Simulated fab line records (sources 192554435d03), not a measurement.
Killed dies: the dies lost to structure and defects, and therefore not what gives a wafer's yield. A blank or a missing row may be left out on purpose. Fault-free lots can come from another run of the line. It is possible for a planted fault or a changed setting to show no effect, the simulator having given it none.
Lot-split experiment || flow n5-finfet || 21 wafers read from 7 lots, route of 1938 steps

THE SPLIT ITSELF
At N5_HKMG_FIN_COAT_43 (resist thk 90 nm), the setting spin-rpm was moved away from the recipe's 1500 rpm on 8 of the 21 wafers read, by -8.9% to +6.1%. This setting was run at the recipe's value on the other wafers.

FROM THE SPLIT TO THE READING: what the file shows between them, 4 steps
- N5_HKMG_FIN_EBR_45
- N5_HKMG_FIN_SOFTBAKE_44: time 60 s
- N5_HKMG_FIN_EXPOSE_46: exposes mask NDIPOLE
- N5_HKMG_FIN_PEB_47: peb time 60 s

THE READING
CAR-ArF_of_HKMG_FIN_COAT_43.thk-nm (the simulator's own value, which no gauge read), in nm, at N5_HKMG_FIN_DEVELOP_48 (develop time 30 s). The file does not state a usual value for it. The 13 wafers here that ran the recipe average 88.2 nm, standard deviation 0.37 nm.

{"wafer": "L076.1", "tool, chamber at the split": "litho-track-03, 0", "spin-rpm as run, rpm": 1500, "against the recipe": "recipe", "CAR-ArF_of_HKMG_FIN_COAT_43.thk-nm, nm": 88.2, "against lot-mates on the recipe": "-"}
{"wafer": "L076.4", "tool, chamber at the split": "litho-track-03, 0", "spin-rpm as run, rpm": 1500, "against the recipe": "recipe", "CAR-ArF_of_HKMG_FIN_COAT_43.thk-nm, nm": 88, "against lot-mates on the recipe": "-"}
{"wafer": "L076.6", "tool, chamber at the split": "litho-track-03, 0", "spin-rpm as run, rpm": 1500, "against the recipe": "recipe", "CAR-ArF_of_HKMG_FIN_COAT_43.thk-nm, nm": 88, "against lot-mates on the recipe": "-"}
{"wafer": "L077.4", "tool, chamber at the split": "litho-track-01, 0", "spin-rpm as run, rpm": 1500, "against the recipe": "recipe", "CAR-ArF_of_HKMG_FIN_COAT_43.thk-nm, nm": 88.2, "against lot-mates on the recipe": "-"}
{"wafer": "L077.6", "tool, chamber at the split": "litho-track-01, 0", "spin-rpm as run, rpm": 1500, "against the recipe": "recipe", "CAR-ArF_of_HKMG_FIN_COAT_43.thk-nm, nm": 88.2, "against lot-mates on the recipe": "-"}
{"wafer": "L077.5", "tool, chamber at the split": "litho-track-01, 0", "spin-rpm as run, rpm": 1500, "against the recipe": "recipe", "CAR-ArF_of_HKMG_FIN_COAT_43.thk-nm, nm": 88.4, "against lot-mates on the recipe": "-"}
{"wafer": "L078.1", "tool, chamber at the split": "litho-track-03, 0", "spin-rpm as run, rpm": 1560, "against the recipe": "+4.0%", "CAR-ArF_of_HKMG_FIN_COAT_43.thk-nm, nm": 86.4, "against lot-mates on the recipe": -1.6}
{"wafer": "L078.3", "tool, chamber at the split": "litho-track-03, 0", "spin-rpm as run, rpm": 1560, "against the recipe": "+4.0%", "CAR-ArF_of_HKMG_FIN_COAT_43.thk-nm, nm": 86.4, "against lot-mates on the recipe": -1.6}
{"wafer": "L078.5", "tool, chamber at the split": "litho-track-03, 0", "spin-rpm as run, rpm": 1500, "against the recipe": "recipe", "CAR-ArF_of_HKMG_FIN_COAT_43.thk-nm, nm": 88, "against lot-mates on the recipe": "-"}
{"wafer": "L083.2", "tool, chamber at the split": "litho-track-02, 0", "spin-rpm as run, rpm": 1366, "against the recipe": "-8.9%", "CAR-ArF_of_HKMG_FIN_COAT_43.thk-nm, nm": 93.2, "against lot-mates on the recipe": "+4.2"}
{"wafer": "L083.4", "tool, chamber at the split": "litho-track-02, 0", "spin-rpm as run, rpm": 1500, "against the recipe": "recipe", "CAR-ArF_of_HKMG_FIN_COAT_43.thk-nm, nm": 89, "against lot-mates on the recipe": "-"}
{"wafer": "L083.6", "tool, chamber at the split": "litho-track-02, 0", "spin-rpm as run, rpm": 1366, "against the recipe": "-8.9%", "CAR-ArF_of_HKMG_FIN_COAT_43.thk-nm, nm": 93.4, "against lot-mates on the recipe": "+4.4"}
{"wafer": "L089.2", "tool, chamber at the split": "litho-track-01, 0", "spin-rpm as run, rpm": 1500, "against the recipe": "recipe", "CAR-ArF_of_HKMG_FIN_COAT_43.thk-nm, nm": 87.6, "against lot-mates on the recipe": "-"}
{"wafer": "L089.6", "tool, chamber at the split": "litho-track-01, 0", "spin-rpm as run, rpm": 1500, "against the recipe": "recipe", "CAR-ArF_of_HKMG_FIN_COAT_43.thk-nm, nm": 87.6, "against lot-mates on the recipe": "-"}
{"wafer": "L089.4", "tool, chamber at the split": "litho-track-01, 0", "spin-rpm as run, rpm": 1500, "against the recipe": "recipe", "CAR-ArF_of_HKMG_FIN_COAT_43.thk-nm, nm": 88, "against lot-mates on the recipe": "-"}
{"wafer": "L090.1", "tool, chamber at the split": "litho-track-02, 0", "spin-rpm as run, rpm": 1500, "against the recipe": "recipe", "CAR-ArF_of_HKMG_FIN_COAT_43.thk-nm, nm": 88.6, "against lot-mates on the recipe": "-"}
{"wafer": "L090.3", "tool, chamber at the split": "litho-track-02, 0", "spin-rpm as run, rpm": 1425, "against the recipe": "-5.0%", "CAR-ArF_of_HKMG_FIN_COAT_43.thk-nm, nm": 91, "against lot-mates on the recipe": "+2.4"}
{"wafer": "L090.5", "tool, chamber at the split": "litho-track-02, 0", "spin-rpm as run, rpm": 1425, "against the recipe": "-5.0%", "CAR-ArF_of_HKMG_FIN_COAT_43.thk-nm, nm": 91, "against lot-mates on the recipe": "+2.4"}
{"wafer": "L096.2", "tool, chamber at the split": "litho-track-03, 0", "spin-rpm as run, rpm": 1592, "against the recipe": "+6.1%", "CAR-ArF_of_HKMG_FIN_COAT_43.thk-nm, nm": 86, "against lot-mates on the recipe": -2.4}
{"wafer": "L096.5", "tool, chamber at the split": "litho-track-03, 0", "spin-rpm as run, rpm": 1500, "against the recipe": "recipe", "CAR-ArF_of_HKMG_FIN_COAT_43.thk-nm, nm": 88.4, "against lot-mates on the recipe": "-"}
{"wafer": "L096.6", "tool, chamber at the split": "litho-track-03, 0", "spin-rpm as run, rpm": 1592, "against the recipe": "+6.1%", "CAR-ArF_of_HKMG_FIN_COAT_43.thk-nm, nm": 86.2, "against lot-mates on the recipe": -2.2}

THE FIT
A straight line over all 21 wafers: CAR-ArF_of_HKMG_FIN_COAT_43.thk-nm changes by -0.498 nm for each +1% of spin-rpm; r = -0.98; the points scatter about the line by 0.46 nm.
The same after taking each lot's own level away (the mean of its wafers on the recipe; 21 wafers): -0.445 nm for each +1%; r = -0.99; scatter 0.19 nm.
Per that fit: largest spin-rpm move, reading shift of 4 nm.
The lots' own levels span 87.73 to 89.00 nm, that is 3.5 times the standard deviation above.
So the lot-to-lot level changes the slope: the two fits differ.
Check: with one of the wafers moved furthest among these (-8.9%) left out of the fit, the line predicts +4.04 nm for it against its lot-mates. Against them it came out at +4.2 nm.

OTHER SPLITS APPLIED TO THESE WAFERS
Before the reading, these wafers also passed through other splits. Each is held against what the fit with the lots' levels taken away leaves over:
{"other split on the same wafers": "N5_SD_EPI_N_EXPOSE_06 dose-mj", "wafers away from the commonest value": 5, "r with CAR-ArF_of_HKMG_FIN_COAT_43.thk-nm (lot level and that fit taken away)": -0.07}
{"other split on the same wafers": "N5_SD_EPI_N_PEB_07 peb-time-s", "wafers away from the commonest value": 8, "r with CAR-ArF_of_HKMG_FIN_COAT_43.thk-nm (lot level and that fit taken away)": -0.45}
{"other split on the same wafers": "N5_SD_EPI_P_EPI_21 epi-growth-time-s", "wafers away from the commonest value": 7, "r with CAR-ArF_of_HKMG_FIN_COAT_43.thk-nm (lot level and that fit taken away)": -0.19}
{"other split on the same wafers": "N5_SD_ACTIVATION_LSA_01 temp-c", "wafers away from the commonest value": 3, "r with CAR-ArF_of_HKMG_FIN_COAT_43.thk-nm (lot level and that fit taken away)": -0.17}

THE WHOLE CHAIN: every reading that the file lists as answering this split, in the file's order
{"step": "N5_HKMG_FIN_COAT_43", "what it does": "resist thk 90 nm", "reading": "CAR-ArF_of_HKMG_FIN_COAT_43.thk-nm (the simulator's own value, which no gauge read)", "change (the file's fit)": "-0.443 nm for each +1% of the setting", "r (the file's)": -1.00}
{"step": "N5_HKMG_FIN_DEVELOP_48", "what it does": "develop time 30 s", "reading": "CAR-ArF_of_HKMG_FIN_COAT_43.thk-nm (the simulator's own value, which no gauge read)", "change (the file's fit)": "-0.448 nm for each +1% of the setting", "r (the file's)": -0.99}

FILE'S OWN FIT
CAR-ArF_of_HKMG_FIN_COAT_43.thk-nm changes by -0.448 nm for each +1% of spin-rpm, r = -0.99.
